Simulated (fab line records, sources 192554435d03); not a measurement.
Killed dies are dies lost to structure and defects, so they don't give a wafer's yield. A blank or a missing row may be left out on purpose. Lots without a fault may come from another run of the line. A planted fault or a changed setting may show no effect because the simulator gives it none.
Which tool did it? | flow n5_finfet | 12 lots, 36 wafers sampled, at 1 step of a route of 1938

WHAT THE GAUGES READ, wafer by wafer
N5_BEOL_M1_THK_MEAS_01.
lot  | measured     | on            | M1_ILD_THK (nm)
L075 | day 6 13:26  | film_metro-01 | 78.9 79.4 80.3
L077 | day 6 20:23  | film_metro-01 | 78.7 79.0 80.7
L079 | day 7 08:29  | film_metro-02 | 77.9 80.5 79.1
L081 | day 8 03:34  | film_metro-01 | 77.0 79.7 79.0
L084 | day 8 13:39  | film_metro-01 | 78.4 77.8 79.9
L085 | day 9 06:39  | film_metro-01 | 78.4 80.0 79.1
L087 | day 9 13:14  | film_metro-02 | 80.2 79.5 80.8
L089 | day 10 03:25 | film_metro-02 | 78.7 79.9 80.1
L090 | day 10 09:35 | film_metro-01 | 78.9 80.1 81.9
L093 | day 10 19:58 | film_metro-01 | 77.8 80.8 79.1
L095 | day 11 09:13 | film_metro-02 | 78.9 79.9 77.7
L096 | day 11 21:32 | film_metro-02 | 78.6 79.4 80.7

WHICH TOOL RAN EACH LOT (tool, then ch and the chambers of the sampled wafers, then the start)
The record holds no process step before these readings.

THE ANSWER, worked out from the rows above alone
Rule: what is usual is taken from the lots themselves. Put in order of their means at a reading, lots are off if they are a third of the lots or fewer, leave a main group of 4 or more, and stand apart from it by a gap of 3 or more times the standard deviation of the main group's means; of several such gaps the widest counts. A main group whose means are all the same, to the digits that the tables above print for the reading, isn't used. A lot without any number at a reading at which 4 lots or more have one is off too. The other lots that the step has rows for count as sound.
No lot is off at any reading shown: from this, nothing can be told.

WHAT THE SIMULATOR HAD PUT IN
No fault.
